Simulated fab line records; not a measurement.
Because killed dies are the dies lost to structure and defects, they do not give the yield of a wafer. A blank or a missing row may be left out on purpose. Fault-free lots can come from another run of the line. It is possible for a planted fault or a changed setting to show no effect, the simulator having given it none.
fab line records	flow n5-finfet
record lots=24	wafers=72	last-day=17
route steps=1938 shown GATE_CUT@511 MOL_CONTACT_COAG@539
lots that met no fault: from a run of the same line without faults
start-h: hours from the record's opening day to when the first of the lot's shown wafers began	wait-h: time in hours since the lot's previous step	" repeats the value in the row above	L1.1+2: several wafers, shown together as one row	- no value, or no start given	* or withheld: withheld	< > ~ a bound
route shown NAME@n: a module of which the file shows steps, and the number in the route of the first	usual: the fault-free wafers' mean and standard deviation	same: alike in all rows	chamber/n: place in a boat	sites: the reading at each site	_std_site: their standard deviation	_edge_site: the outer-site mean with the inner-site mean subtracted	radius-mm: how far each site lies from the wafer's centre	mask NAME#n: copy n	behind: tool/chamber where the wafer was last shaped	hold: the reason the lot was held/the length of the hold in hours/how it ended	device: names the non-switching transistor (n, p or np)	end of line: the tests these same wafers got at the end of their route	a step given without rows: its recipe and nothing more	killed: count of dies lost to structure and defects at first sort (not the wafer's yield)	map: the dies of a wafer, with x for killed, . for not killed, _ for no die there
set.NAME: the setting that was run; set.NAME@STEP: the one run at that earlier step	model.NAME: the simulator's own value behind a step, which no gauge read
steps of the route over a sample of lots; a table a step, a row a wafer
services: from which hour (start-h, from the record's first day; less than 0 if before it) a tool's chamber was out of use, for how many hours, and why
## steps
# step N5_GATE_CUT_CMP_23
# recipe stop-on=SiO2	t-overpolish-s=23.4	post-cmp-clean=alkaline-brush	down-force-psi=2.5	platen-rpm=51.8	pad-velocity-m-s=1.0307	target-thk-nm=16
# usual motor-current-A=8.9/0.82	overpolish-run-s=23.400/0.0088	pad-life-wafers=1181/480	time-to-endpoint-s=19.1/2.9
lot.wafer	tool	chamber	start-h	wait-h	motor-current-A	overpolish-run-s	pad-life-wafers	time-to-endpoint-s
L074.1	cmp-03	2	87.41	0.8	8.3	23.394	229	26.5
L074.4	"	3	"	"	9.7	23.404	230	24.5
L074.6	"	1	"	"	9.7	23.383	-	18.2
L075.4	cmp-02	1	93.33	0.8	8.5	23.406	984	22.7
L075.1	"	2	"	"	9.5	23.389	985	22.4
L075.2	"	0	"	"	9.5	23.376	987	18.0
L076.2	cmp-02	3	97.07	0.8	8.9	23.397	1022	20.1
L076.5	"	1	"	"	7.9	23.413	-	23.0
L076.6	"	2	"	"	9.4	23.396	-	25.5
L077.2	cmp-01	0	103.61	0.8	9.5	23.396	984	17.9
L077.4	"	1	"	"	8.2	23.399	985	18.5
L077.1	"	2	"	"	9.5	23.405	986	20.2
L078.4	cmp-01	1	108.34	0.8	8.5	23.404	1046	16.8
L078.5	"	3	"	"	8.1	23.387	-	11.4
L078.6	"	0	"	"	9.5	23.413	-	15.1
L079.3	cmp-01	0	117.23	0.9	9.9	23.394	1170	14.8
L079.4	"	2	"	"	9.8	23.389	1172	17.4
L079.6	"	0	"	"	9.0	23.400	-	18.7
L080.1	cmp-02	0	125.15	0.8	9.2	23.381	1063	14.9
L080.2	"	2	"	"	9.6	23.385	1065	20.3
L080.6	"	0	"	"	9.8	23.389	-	16.3
L081.2	cmp-03	0	130.17	0.8	7.9	23.392	481	16.4
L081.4	"	2	"	"	7.2	23.394	483	17.9
L081.5	"	3	"	"	10.3	23.428	-	23.9
L082.4	cmp-03	1	136.08	0.8	9.2	23.399	524	16.7
L082.1	"	2	"	"	7.8	23.391	525	21.2
L082.6	"	0	"	"	7.6	23.402	-	18.0
L083.2	cmp-02	3	141.21	0.8	8.6	23.406	1207	18.6
L083.5	"	2	"	"	9.5	23.394	-	26.2
L083.6	"	3	"	"	8.4	23.407	-	19.1
L084.3	cmp-01	2	145.05	0.8	9.5	23.391	1440	18.0
L084.4	"	1	"	"	8.0	23.407	1443	19.4
L084.5	"	3	"	"	8.2	23.394	-	14.5
L085.4	cmp-01	3	154.56	0.8	9.0	23.403	1502	16.6
L085.2	"	0	"	"	9.2	23.416	1503	20.8
L085.6	"	1	"	"	8.3	23.400	-	19.1
L086.4	cmp-03	0	159.80	0.8	7.9	23.408	714	18.1
L086.2	"	1	"	"	9.6	23.409	715	15.4
L086.6	"	1	"	"	9.5	23.408	-	16.7
L087.4	cmp-03	2	161.99	0.8	7.9	23.401	733	18.1
L087.1	"	3	"	"	9.9	23.399	734	18.0
L087.6	"	1	"	"	8.9	23.394	-	13.3
L088.3	cmp-01	0	171.55	0.8	9.4	23.400	1662	22.9
L088.4	"	1	"	"	8.6	23.392	1663	20.8
L088.2	"	3	"	"	9.0	23.403	1665	20.5
L089.2	cmp-03	1	175.32	0.8	9.4	23.390	840	16.6
L089.4	"	3	"	"	9.5	23.399	842	21.7
L089.6	"	2	"	"	7.6	23.397	-	21.4
L090.3	cmp-03	3	188.07	0.8	10.2	23.403	954	22.4
L090.2	"	0	"	"	7.5	23.401	955	17.6
L090.4	"	2	"	"	7.9	23.396	957	20.0
L091.4	cmp-01	1	188.28	0.0	8.7	23.381	1806	20.1
L091.3	"	3	"	"	8.8	23.396	1808	16.6
L091.5	"	1	"	"	8.2	23.395	-	18.9
L092.2	cmp-01	2	194.60	0.8	9.9	23.401	1866	19.0
L092.3	"	3	"	"	8.6	23.393	1867	15.5
L092.4	"	0	"	"	9.2	23.400	1868	17.3
L093.3	cmp-01	2	203.18	0.8	9.4	23.394	1944	21.5
L093.1	"	0	"	"	9.2	23.405	1946	20.4
L093.4	"	1	"	"	8.2	23.398	1947	21.9
L094.3	cmp-03	2	207.41	0.8	7.4	23.391	1062	20.7
L094.1	"	1	"	"	9.2	23.405	1065	17.4
L094.5	"	2	"	"	7.9	23.400	-	20.0
L095.2	cmp-01	0	210.32	0.8	9.4	23.386	2010	19.8
L095.6	"	0	"	"	9.2	23.395	-	16.3
L095.5	"	1	"	"	8.2	23.381	-	18.0
L096.1	cmp-03	3	220.73	0.8	10.3	23.401	1171	19.7
L096.4	"	1	"	"	9.6	23.407	1173	17.0
L096.6	"	3	"	"	9.7	23.395	-	21.8
L097.4	cmp-02	1	224.04	0.8	7.8	23.389	1903	24.4
L097.5	"	0	"	"	9.8	23.404	-	17.6
L097.6	"	1	"	"	8.1	23.386	-	23.2
# step N5_GATE_CUT_THK_MEAS_24
# recipe reads=SiO2_of_GATE_CUT_HM_DEP_46+SiO2_flowable_of_ILD0_FCVD_FILL_01
# usual GC_FILL_THK=219.1/2.2
lot.wafer	tool	chamber	start-h	wait-h	GC_FILL_THK[nm]
L074.1	film-metro-02	-	87.67	-	217.0
L074.4	"	-	"	"	215.6
L074.6	"	-	"	"	219.6
L075.1	film-metro-02	-	93.62	-	222.3
L075.2	"	-	"	"	219.0
L075.4	"	-	"	"	220.9
L076.2	film-metro-01	-	97.29	-	217.8
L076.5	"	-	"	"	217.2
L076.6	"	-	"	"	221.9
L077.1	film-metro-02	-	103.90	-	215.8
L077.2	"	-	"	"	213.4
L077.4	"	-	"	"	215.5
L078.4	film-metro-02	-	108.56	-	218.6
L078.5	"	-	"	"	219.2
L078.6	"	-	"	"	221.8
L079.3	film-metro-02	-	117.53	-	217.5
L079.4	"	-	"	"	223.3
L079.6	"	-	"	"	218.5
L080.1	film-metro-02	-	125.41	-	218.5
L080.2	"	-	"	"	221.4
L080.6	"	-	"	"	222.6
L081.2	film-metro-01	-	130.43	-	219.6
L081.4	"	-	"	"	219.3
L081.5	"	-	"	"	220.6
L082.1	film-metro-01	-	136.30	-	218.9
L082.4	"	-	"	"	220.3
L082.6	"	-	"	"	220.3
L083.2	film-metro-02	-	141.46	-	219.2
L083.5	"	-	"	"	217.3
L083.6	"	-	"	"	221.1
L084.3	film-metro-01	-	145.34	-	217.9
L084.4	"	-	"	"	219.2
L084.5	"	-	"	"	218.3
L085.2	film-metro-02	-	154.78	-	218.2
L085.4	"	-	"	"	222.4
L085.6	"	-	"	"	222.7
L086.2	film-metro-01	-	160.09	-	219.4
L086.4	"	-	"	"	223.3
L086.6	"	-	"	"	223.0
L087.1	film-metro-02	-	162.25	-	217.6
L087.4	"	-	"	"	219.3
L087.6	"	-	"	"	219.3
L088.2	film-metro-02	-	171.84	-	217.6
L088.3	"	-	"	"	216.6
L088.4	"	-	"	"	218.5
L089.2	film-metro-01	-	175.61	-	222.4
L089.4	"	-	"	"	218.8
L089.6	"	-	"	"	221.0
L090.2	film-metro-02	-	188.37	-	217.6
L090.3	"	-	"	"	217.8
L090.4	"	-	"	"	222.5
L091.3	film-metro-02	-	188.58	-	221.5
L091.4	"	-	"	"	223.2
L091.5	"	-	"	"	219.8
L092.2	film-metro-01	-	194.89	-	217.5
L092.3	"	-	"	"	215.9
L092.4	"	-	"	"	219.0
L093.1	film-metro-01	-	203.48	-	214.9
L093.3	"	-	"	"	216.8
L093.4	"	-	"	"	218.5
L094.1	film-metro-01	-	207.71	-	217.8
L094.3	"	-	"	"	214.6
L094.5	"	-	"	"	217.0
L095.2	film-metro-01	-	210.61	-	219.4
L095.5	"	-	"	"	217.6
L095.6	"	-	"	"	221.5
L096.1	film-metro-01	-	220.99	-	219.8
L096.4	"	-	"	"	217.5
L096.6	"	-	"	"	221.1
L097.4	film-metro-02	-	224.30	-	216.7
L097.5	"	-	"	"	216.4
L097.6	"	-	"	"	219.5
# step N5_MOL_CONTACT_COAG_STRIP_98
# recipe chemistry=N2/H2	power-w=500	temp-c=40	pressure-mtorr=50	rf-frequency-hz=6e+07	overash-fraction=0.3	bias-power-w=8	h2-frac=0.5	n2-flow-sccm=300	h2-flow-sccm=300
# usual drypump-motor-current-A=5.8/0.4	oes-product-au=0.80/0.086	rf-vpp-V=54.0/1.5	showerhead-plenum-p-Torr=3.37/0.12	throttle-valve-pct=18.87/0.21
lot.wafer	tool	chamber	start-h	wait-h	drypump-motor-current-A	oes-product-au	rf-hours-counter-h	rf-vpp-V	showerhead-plenum-p-Torr	throttle-valve-pct
L074.1	rie-diel-04	0	89.28	0.0	5.9	0.77	108	55.0	3.26	18.78
L074.4	"	3	"	"	6.1	0.77	129	55.5	3.22	18.85
L074.6	"	3	"	"	6.1	0.76	-	54.2	3.22	18.87
L075.1	rie-diel-06	3	95.78	0.0	6.0	0.80	86	53.7	3.38	18.60
L075.2	"	0	"	"	6.0	0.76	158	51.5	3.21	19.06
L075.4	"	1	"	"	5.7	0.72	219	52.7	3.19	19.21
L076.2	rie-diel-01	0	100.40	0.0	6.5	1.00	2	55.0	3.59	18.59
L076.5	"	1	"	"	5.4	0.74	-	53.9	3.35	19.19
L076.6	"	0	"	"	6.5	1.00	-	54.7	3.60	18.64
L077.1	rie-diel-04	2	105.75	0.0	5.6	0.74	151	53.0	3.36	19.02
L077.2	"	0	"	"	5.9	0.77	114	52.9	3.25	18.78
L077.4	"	3	"	"	6.1	0.77	135	54.3	3.22	18.87
L078.4	rie-diel-01	1	110.17	0.0	5.3	0.74	170	55.8	3.35	19.14
L078.5	"	3	"	"	5.4	0.86	-	54.1	3.40	18.81
L078.6	"	0	"	"	6.5	0.97	-	53.6	3.59	18.63
L079.3	rie-diel-04	3	119.38	0.0	6.1	0.77	139	55.4	3.22	18.89
L079.4	"	2	"	"	5.6	0.74	155	53.6	3.36	19.04
L079.6	"	2	"	"	5.6	0.74	-	53.0	3.36	19.04
L080.1	rie-diel-06	0	126.90	0.0	6.1	0.75	167	54.6	3.21	19.08
L080.2	"	1	"	"	5.7	0.70	228	53.6	3.18	19.21
L080.6	"	3	"	"	6.0	0.78	-	53.4	3.38	18.60
L081.2	rie-diel-01	0	132.20	0.0	6.5	0.96	13	57.9	3.59	18.67
L081.4	"	1	"	"	5.4	0.73	-	57.4	3.35	19.20
L081.5	"	0	"	"	6.5	0.95	-	53.3	3.59	18.63
L082.1	rie-diel-04	3	138.08	0.0	6.1	0.74	146	57.5	3.21	18.91
L082.4	"	0	"	"	5.8	0.75	126	48.8	3.25	18.78
L082.6	"	2	"	"	5.6	0.71	-	53.0	3.35	19.03
L083.2	rie-diel-04	2	142.95	0.0	5.5	0.74	163	55.1	3.35	19.07
L083.5	"	2	"	"	5.5	0.73	-	54.9	3.35	19.02
L083.6	"	3	"	"	6.1	0.75	-	53.0	3.21	18.89
L084.3	rie-diel-01	0	147.37	0.0	6.5	0.94	20	55.4	3.58	18.66
L084.4	"	0	"	"	6.5	0.93	-	54.0	3.58	18.63
L084.5	"	3	"	"	5.4	0.84	-	56.3	3.39	18.83
L085.2	rie-diel-06	0	156.58	0.0	6.0	0.75	178	50.9	3.20	19.08
L085.4	"	2	"	"	5.3	0.92	36	52.4	3.42	18.55
L085.6	"	0	"	"	6.0	0.74	-	54.0	3.20	19.08
L086.2	rie-diel-01	0	161.58	0.0	6.5	0.92	25	52.6	3.58	18.68
L086.4	"	2	"	"	5.3	0.96	4	53.3	3.44	18.84
L086.6	"	1	"	"	5.4	0.73	-	55.7	3.34	19.20
L087.1	rie-diel-06	0	163.86	0.0	6.1	0.74	180	56.0	3.20	19.07
L087.4	"	1	"	"	5.7	0.69	242	54.3	3.17	19.24
L087.6	"	3	"	"	6.0	0.77	-	52.3	3.37	18.65
L088.2	rie-diel-01	1	173.52	0.0	5.4	0.72	196	50.0	3.34	19.21
L088.3	"	0	"	"	6.5	0.92	28	55.9	3.58	18.67
L088.4	"	2	"	"	5.3	0.94	8	54.5	3.43	18.86
L089.2	rie-diel-06	1	177.23	0.0	5.7	0.68	246	54.7	3.17	19.23
L089.4	"	2	"	"	5.3	0.91	44	54.4	3.42	18.58
L089.6	"	2	"	"	5.3	0.90	-	52.8	3.42	18.58
L090.2	rie-diel-01	2	190.25	0.0	5.3	0.91	14	51.7	3.43	18.87
L090.3	"	0	"	"	6.5	0.89	35	53.0	3.58	18.69
L090.4	"	0	"	"	6.5	0.88	-	55.1	3.58	18.69
L091.3	rie-diel-06	2	190.26	0.0	5.3	0.88	50	53.1	3.41	18.60
L091.4	"	0	"	"	6.1	0.73	-	53.0	3.19	19.09
L091.5	"	3	"	"	6.0	0.78	-	52.0	3.36	18.66
L092.2	rie-diel-04	2	196.50	0.0	5.6	0.71	182	52.3	3.34	19.10
L092.3	"	1	"	"	5.6	0.71	233	52.3	3.46	19.05
L092.4	"	0	"	"	5.8	0.74	146	54.7	3.24	18.82
L093.1	rie-diel-06	2	205.09	0.0	5.3	0.89	56	54.0	3.41	18.61
L093.3	"	1	"	"	5.7	0.98	3	53.6	3.57	18.84
L093.4	"	1	"	"	5.8	1.00	-	54.5	3.57	18.82
L094.1	rie-diel-06	3	209.32	0.0	6.0	0.76	122	56.0	3.36	18.66
L094.3	"	1	"	"	5.7	0.97	5	56.0	3.57	18.83
L094.5	"	3	"	"	6.0	0.75	-	54.9	3.36	18.69
L095.2	rie-diel-01	3	212.23	0.0	5.4	0.82	93	54.1	3.38	18.85
L095.5	"	3	"	"	5.4	0.82	-	54.3	3.38	18.89
L095.6	"	0	"	"	6.5	0.89	-	54.9	3.57	18.69
L096.1	rie-diel-01	1	224.65	0.0	5.4	0.71	212	52.2	3.33	19.21
L096.4	"	3	"	"	5.4	0.80	97	53.4	3.37	18.88
L096.6	"	3	"	"	5.4	0.81	-	55.8	3.37	18.88
L097.4	rie-diel-06	0	226.14	0.0	6.1	0.71	206	53.9	3.19	19.11
L097.5	"	3	"	"	6.0	0.75	-	53.2	3.36	18.69
L097.6	"	0	"	"	6.0	0.71	-	56.0	3.19	19.11
# step N5_MOL_CONTACT_COAG_SIL_ANNEAL_21
# recipe temp-c=550	time-s=60	ambient=N2
# usual lamp-power-pct=6.025/0.027	lamp_zone_1_pct=6.025/0.026	wafer_temp_C_max=553.6/0.72
lot.wafer	tool	chamber	start-h	wait-h	lamp-power-pct	lamp_zone_1_pct	wafer_temp_C_max
L074.1	rtp-anneal-02	0	90.46	0.2	6.011	6.013	553.0
L074.4	"	0	"	"	6.007	6.006	553.0
L074.6	"	0	"	"	6.009	6.009	551.8
L075.1	rtp-anneal-02	0	96.84	0.2	6.007	6.013	552.7
L075.2	"	0	"	"	6.013	6.011	553.4
L075.4	"	0	"	"	6.006	6.009	553.3
L076.2	rtp-anneal-01	0	101.50	0.2	6.075	6.066	554.5
L076.5	"	0	"	"	6.068	6.060	554.7
L076.6	"	0	"	"	6.074	6.067	553.7
L077.1	rtp-anneal-02	0	107.05	0.3	6.010	6.000	553.8
L077.2	"	0	"	"	6.008	6.010	554.5
L077.4	"	0	"	"	6.000	6.013	552.9
L078.4	rtp-anneal-02	0	111.94	0.3	6.012	6.013	552.6
L078.5	"	0	"	"	6.014	6.001	553.1
L078.6	"	0	"	"	6.011	6.002	553.7
L079.3	rtp-anneal-02	0	122.86	0.3	6.006	6.004	553.6
L079.4	"	0	"	"	6.006	6.004	553.4
L079.6	"	0	"	"	6.008	6.009	554.2
L080.1	rtp-anneal-01	0	127.95	0.2	6.067	6.063	553.4
L080.2	"	0	"	"	6.061	6.069	554.3
L080.6	"	0	"	"	6.072	6.055	554.0
L081.2	rtp-anneal-02	0	133.57	0.2	5.998	5.999	552.9
L081.4	"	0	"	"	6.009	6.003	553.0
L081.5	"	0	"	"	6.005	6.012	553.3
L082.1	rtp-anneal-01	0	139.20	0.3	6.063	6.073	554.8
L082.4	"	0	"	"	6.073	6.067	556.0
L082.6	"	0	"	"	6.062	6.064	554.3
L083.2	rtp-anneal-02	0	144.59	0.3	6.006	6.007	553.4
L083.5	"	0	"	"	6.009	6.016	553.2
L083.6	"	0	"	"	6.020	6.013	553.3
L084.3	rtp-anneal-01	0	149.69	0.3	6.060	6.068	553.9
L084.4	"	0	"	"	6.062	6.075	554.6
L084.5	"	0	"	"	6.062	6.065	553.4
L085.2	rtp-anneal-02	0	157.76	0.3	6.007	6.012	553.2
L085.4	"	0	"	"	6.001	6.005	553.2
L085.6	"	0	"	"	5.994	6.004	554.2
L086.2	rtp-anneal-02	0	162.76	0.3	6.008	6.003	553.9
L086.4	"	0	"	"	6.025	6.011	552.1
L086.6	"	0	"	"	6.004	6.014	553.3
L087.1	rtp-anneal-02	0	165.11	0.3	6.017	6.012	553.5
L087.4	"	0	"	"	6.023	6.011	553.3
L087.6	"	0	"	"	6.006	6.006	553.5
L088.2	rtp-anneal-02	0	175.82	0.2	6.007	6.008	552.3
L088.3	"	0	"	"	5.999	6.002	552.4
L088.4	"	0	"	"	6.003	6.006	553.8
L089.2	rtp-anneal-02	0	178.59	0.3	6.009	6.008	552.7
L089.4	"	0	"	"	6.006	6.006	554.7
L089.6	"	0	"	"	5.998	6.017	554.1
L090.2	rtp-anneal-02	0	191.97	0.2	6.011	6.008	552.3
L090.3	"	0	"	"	6.012	6.019	552.6
L090.4	"	0	"	"	5.996	6.005	553.3
L091.3	rtp-anneal-02	0	192.46	0.3	6.004	6.015	553.6
L091.4	"	0	"	"	6.013	5.991	554.5
L091.5	"	0	"	"	6.002	6.007	555.0
L092.2	rtp-anneal-01	0	197.56	0.2	6.068	6.054	554.4
L092.3	"	0	"	"	6.061	6.067	553.6
L092.4	"	0	"	"	6.067	6.069	554.3
L093.1	rtp-anneal-02	0	207.81	0.4	6.014	6.008	553.7
L093.3	"	0	"	"	5.996	5.999	553.2
L093.4	"	0	"	"	6.021	5.994	552.7
L094.1	rtp-anneal-01	0	211.01	0.3	6.072	6.064	554.1
L094.3	"	0	"	"	6.060	6.064	554.1
L094.5	"	0	"	"	6.065	6.064	553.9
L095.2	rtp-anneal-02	0	213.40	0.3	6.009	6.011	553.3
L095.5	"	0	"	"	6.016	6.019	553.5
L095.6	"	0	"	"	6.016	6.006	553.3
L096.1	rtp-anneal-01	0	225.77	0.2	6.057	6.068	554.7
L096.4	"	0	"	"	6.068	6.062	553.2
L096.6	"	0	"	"	6.073	6.064	555.6
L097.4	rtp-anneal-02	0	227.77	0.6	6.008	6.006	553.4
L097.5	"	0	"	"	6.017	6.006	553.3
L097.6	"	0	"	"	6.021	6.001	554.3
# step N5_MOL_CONTACT_COAG_ALD_27
# recipe material=SiOC	target-thk-a=170	temp-c=400	ald-precursor-family=carbosiloxane	ald-co-reactant=H2-plasma	pulse-time-s=1.5	time-s=2720	purge-time-s=2	co-reactant-purge-time-s=2	ald-cycles=340	pressure-torr=2
# usual chamber-pressure-Torr=2.001/0.0045	heater-power-w=884/71	precursor-pulse-height-rel=0.996/0.021
# same purge-time-s=2
lot.wafer	tool	chamber	start-h	wait-h	chamber-pressure-Torr	heater-power-w	precursor-pulse-height-rel
L074.1	ald-sin-01	0	96.25	0.2	1.993	995	1.017
L074.4	"	2	"	"	1.995	895	1.000
L074.6	"	1	"	"	1.999	842	1.006
L075.1	ald-sin-02	1	100.32	0.0	2.004	878	0.980
L075.2	"	0	"	"	2.001	878	0.976
L075.4	"	2	"	"	2.002	737	1.014
L076.2	ald-sin-02	0	108.23	0.9	2.005	892	1.002
L076.5	"	3	"	"	2.007	943	0.970
L076.6	"	2	"	"	2.002	767	0.999
L077.1	ald-sin-01	3	114.83	0.0	1.995	720	0.980
L077.2	"	1	"	"	2.006	843	1.016
L077.4	"	2	"	"	2.000	898	0.997
L078.4	ald-sin-02	3	115.51	0.0	2.003	939	0.986
L078.5	"	3	"	"	2.004	954	1.038
L078.6	"	2	"	"	1.995	755	0.977
L079.3	ald-sin-04	2	127.77	0.0	2.002	983	0.945
L079.4	"	0	"	"	2.003	867	1.021
L079.6	"	1	"	"	2.002	881	0.999
L080.1	ald-sin-02	3	132.69	0.0	2.004	934	0.999
L080.2	"	1	"	"	1.992	859	0.995
L080.6	"	2	"	"	1.994	750	1.014
L081.2	ald-sin-02	3	142.01	0.0	1.995	945	0.997
L081.4	"	1	"	"	1.994	870	0.980
L081.5	"	2	"	"	2.006	727	1.002
L082.1	ald-sin-04	0	145.79	0.0	2.000	858	1.035
L082.4	"	2	"	"	2.000	957	1.018
L082.6	"	1	"	"	2.002	877	1.020
L083.2	ald-sin-04	0	150.61	0.0	1.996	851	1.001
L083.5	"	1	"	"	2.004	890	1.018
L083.6	"	2	"	"	2.004	970	0.985
L084.3	ald-sin-04	2	155.03	0.0	2.002	1001	1.000
L084.4	"	0	"	"	2.001	843	0.973
L084.5	"	3	"	"	1.998	945	0.978
L085.2	ald-sin-02	0	161.92	0.5	2.010	856	0.986
L085.4	"	1	"	"	2.000	866	0.974
L085.6	"	2	"	"	1.998	751	0.972
L086.2	ald-sin-04	1	168.42	0.0	1.999	880	1.008
L086.4	"	0	"	"	2.000	877	0.989
L086.6	"	1	"	"	1.997	870	0.974
L087.1	ald-sin-04	0	171.33	0.7	2.008	858	1.003
L087.4	"	1	"	"	2.007	871	0.995
L087.6	"	0	"	"	2.005	875	0.981
L088.2	ald-sin-04	1	179.71	0.0	1.996	876	0.962
L088.3	"	3	"	"	1.997	938	0.977
L088.4	"	0	"	"	2.008	856	0.959
L089.2	ald-sin-04	0	182.22	0.0	1.996	883	0.947
L089.4	"	1	"	"	2.004	868	1.035
L089.6	"	0	"	"	1.997	863	1.017
L090.2	ald-sin-04	3	197.78	0.0	2.010	952	1.007
L090.3	"	0	"	"	1.996	885	0.962
L090.4	"	2	"	"	1.991	968	0.996
L091.3	ald-sin-02	2	200.12	0.0	2.004	733	1.038
L091.4	"	0	"	"	2.003	885	0.972
L091.5	"	3	"	"	1.991	955	0.980
L092.2	ald-sin-01	3	203.37	0.0	2.003	735	1.012
L092.3	"	2	"	"	2.001	889	0.971
L092.4	"	1	"	"	1.997	867	1.046
L093.1	ald-sin-04	2	212.74	0.0	1.996	955	1.004
L093.3	"	1	"	"	2.002	885	0.990
L093.4	"	0	"	"	2.000	869	0.982
L094.1	ald-sin-02	1	216.72	0.0	1.999	875	0.993
L094.3	"	0	"	"	2.008	898	0.992
L094.5	"	0	"	"	2.001	886	1.007
L095.2	ald-sin-04	3	218.45	0.0	2.000	958	0.991
L095.5	"	0	"	"	1.999	878	0.962
L095.6	"	1	"	"	2.003	886	1.009
L096.1	ald-sin-04	3	232.66	0.0	2.002	934	0.968
L096.4	"	0	"	"	2.011	863	1.013
L096.6	"	0	"	"	2.006	859	0.977
L097.4	ald-sin-02	1	233.59	0.2	2.005	890	1.015
L097.5	"	2	"	"	2.009	755	0.964
L097.6	"	3	"	"	2.002	955	0.981
# step N5_MOL_CONTACT_COAG_CMP_28
# recipe stop-on=SiNx	t-overpolish-s=0.85	post-cmp-clean=alkaline-brush	down-force-psi=4.15	platen-rpm=51.8	pad-velocity-m-s=1.0307	target-thk-nm=14.522
# usual motor-current-A=12.2/1	pad-life-wafers=1071/700	time-to-endpoint-s=4.4/2.6
lot.wafer	tool	chamber	start-h	wait-h	motor-current-A	pad-life-wafers	time-to-endpoint-s
L074.4	cmp-04	1	97.82	0.8	12.3	1866	7.1
L074.1	"	0	"	"	10.6	1869	3.2
L074.6	"	2	"	"	12.0	-	3.4
L075.1	cmp-04	2	102.02	0.9	12.6	1920	3.7
L075.2	"	3	"	"	13.3	1921	0.1
L075.4	"	0	"	"	10.0	1922	3.5
L076.2	cmp-01	2	109.91	0.9	13.3	1077	5.1
L076.6	"	3	"	"	12.2	-	1.8
L076.5	"	0	"	"	12.1	-	3.6
L077.4	cmp-04	3	116.40	0.8	13.9	0	5.6
L077.2	"	0	"	"	10.2	1	8.6
L077.1	"	2	"	"	12.2	3	5.3
L078.4	cmp-04	0	117.19	0.9	10.5	9	4.8
L078.5	"	1	"	"	13.0	-	4.2
L078.6	"	2	"	"	13.1	-	4.6
L079.3	cmp-04	3	129.34	0.8	13.4	150	1.5
L079.4	"	1	"	"	12.8	152	6.5
L079.6	"	3	"	"	14.0	-	2.1
L080.1	cmp-02	0	134.29	0.8	12.9	1147	1.2
L080.2	"	2	"	"	13.2	1149	4.5
L080.6	"	0	"	"	12.9	-	1.0
L081.2	cmp-04	0	143.57	0.8	10.7	258	2.5
L081.4	"	1	"	"	11.6	259	1.8
L081.5	"	0	"	"	10.2	-	2.7
L082.4	cmp-02	2	147.35	0.8	13.5	1254	9.1
L082.1	"	1	"	"	10.9	1257	12.0
L082.6	"	3	"	"	11.5	-	4.3
L083.2	cmp-04	3	152.25	0.9	13.7	320	1.8
L083.5	"	1	"	"	12.6	-	4.6
L083.6	"	2	"	"	12.0	-	1.8
L084.3	cmp-04	1	156.60	0.8	12.5	366	6.2
L084.4	"	3	"	"	13.9	368	1.6
L084.5	"	2	"	"	12.3	-	2.8
L085.2	cmp-04	2	163.49	0.8	12.4	432	0.1
L085.4	"	3	"	"	13.9	433	1.0
L085.6	"	2	"	"	12.1	-	2.9
L086.4	cmp-01	0	170.03	0.8	12.8	1651	2.4
L086.2	"	1	"	"	10.9	1652	0.9
L086.6	"	0	"	"	13.1	-	4.3
L087.1	cmp-02	0	172.90	0.8	12.9	1470	4.2
L087.4	"	2	"	"	12.8	1472	8.1
L087.6	"	1	"	"	11.5	-	10.2
L088.2	cmp-01	1	181.28	0.8	11.4	1728	4.1
L088.4	"	2	"	"	13.2	1729	8.3
L088.3	"	0	"	"	13.2	1731	7.2
L089.2	cmp-02	0	183.79	0.8	12.9	1560	3.3
L089.4	"	3	"	"	11.5	1563	4.6
L089.6	"	0	"	"	13.5	-	5.2
L090.4	cmp-01	1	199.35	0.8	10.8	1908	4.3
L090.2	"	2	"	"	12.9	1909	9.0
L090.3	"	0	"	"	12.2	1911	5.0
L091.4	cmp-01	0	201.73	0.8	11.9	1933	5.2
L091.3	"	1	"	"	10.8	1934	8.5
L091.5	"	0	"	"	12.5	-	6.7
L092.4	cmp-01	1	204.94	0.8	11.1	1968	6.3
L092.3	"	3	"	"	12.5	1970	4.5
L092.2	"	0	"	"	12.9	1971	6.6
L093.4	cmp-04	3	214.31	0.8	14.0	810	0.3
L093.3	"	0	"	"	10.4	811	1.9
L093.1	"	1	"	"	12.4	812	3.8
L094.3	cmp-02	1	218.33	0.8	11.6	1885	6.1
L094.1	"	3	"	"	12.0	1887	3.8
L094.5	"	0	"	"	11.9	-	1.1
L095.2	cmp-04	0	220.05	0.8	10.1	870	3.8
L095.5	"	0	"	"	10.6	-	4.5
L095.6	"	1	"	"	12.9	-	8.0
L096.4	cmp-01	0	234.31	0.9	12.8	122	4.8
L096.1	"	1	"	"	11.2	123	6.2
L096.6	"	3	"	"	12.0	-	2.2
L097.4	cmp-04	0	235.28	0.9	11.0	975	2.3
L097.6	"	1	"	"	13.1	-	5.6
L097.5	"	2	"	"	12.5	-	0.6
## services
tool	chamber	start-h	hours	kind
rie-diel-06	-	70.57	2.8	pm
rie-diel-01	3	71.65	6.9	repair
cmp-02	-	82.56	1.0	repair
cmp-04	-	83.72	0.3	repair
ald-sin-01	-	84.25	1.3	repair
ald-sin-02	-	85.40	14.0	pm
cmp-01	-	94.76	3.0	pm
cmp-02	-	99.53	21.5	pm
cmp-03	-	103.38	1.7	repair
ald-sin-01	3	104.10	3.1	repair
cmp-03	-	105.53	9.4	pm
cmp-04	-	112.23	4.0	pm
cmp-03	-	116.23	5.0	pm
rie-diel-01	2	127.75	5.9	repair
rie-diel-06	3	132.13	5.1	repair
cmp-01	-	152.15	1.9	repair
cmp-04	-	167.48	1.2	repair
cmp-03	-	173.99	0.4	repair
cmp-03	-	191.08	4.0	repair
ald-sin-04	2	195.96	1.4	repair
rie-diel-06	3	201.78	4.3	repair
cmp-01	-	215.29	4.0	pm
rie-diel-04	3	231.06	9.3	repair
rtp-anneal-02	-	235.09	4.9	pm
## key
fault none
